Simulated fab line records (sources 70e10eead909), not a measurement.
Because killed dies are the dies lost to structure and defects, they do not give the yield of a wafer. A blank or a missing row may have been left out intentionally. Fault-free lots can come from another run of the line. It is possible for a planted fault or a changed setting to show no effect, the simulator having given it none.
What tool caused it? :: flow nandHarc :: 11 lots (33 wafers sampled), 1 step of a 1159-step route

WHAT THE GAUGES READ, wafer by wafer
NHARC_P_START_INSPECT_01.
lot: L075
measured: day 1 18:02
on: defectInspect-01
rawDefectCount: 5 3 6

lot: L077
measured: day 2 06:02
on: defectInspect-01
rawDefectCount: 2 2 4

lot: L079
measured: day 2 18:02
on: defectInspect-01
rawDefectCount: 6 5 3

lot: L082
measured: day 3 12:02
on: defectInspect-02
rawDefectCount: 10 2 4

lot: L084
measured: day 4 00:02
on: defectInspect-01
rawDefectCount: 3 5 5

lot: L087
measured: day 4 18:02
on: defectInspect-01
rawDefectCount: 3 1 4

lot: L089
measured: day 5 06:02
on: defectInspect-02
rawDefectCount: 6 3 8

lot: L091
measured: day 5 18:02
on: defectInspect-01
rawDefectCount: 6 2 9

lot: L093
measured: day 6 06:02
on: defectInspect-01
rawDefectCount: 6 5 8

lot: L095
measured: day 6 18:02
on: defectInspect-01
rawDefectCount: 5 3 3

lot: L097
measured: day 7 06:02
on: defectInspect-02
rawDefectCount: 1 5 5

EACH LOT AND THE TOOL THAT RAN IT (in order: tool; ch and the chambers of the sampled wafers; start)
The record shows no process step preceding these readings.

THE ANSWER, worked out from the rows above alone
Rule: usual is defined by the lots themselves. Put in order of their means at a reading, lots are off if they are a third of the lots or fewer, leave a main group of 4 or more, and stand apart from it by a gap of 3 or more times the standard deviation of the main group's means; of several such gaps the widest counts. Not used: any main group whose means are identical at the precision the tables above print for the reading. A lot without any number at a reading at which 4 lots or more have one is off too. The other lots that the step has rows for count as sound.
No lot is off on any of the readings shown, so nothing can be concluded from this.

WHAT HAD BEEN PUT IN BY THE SIMULATOR
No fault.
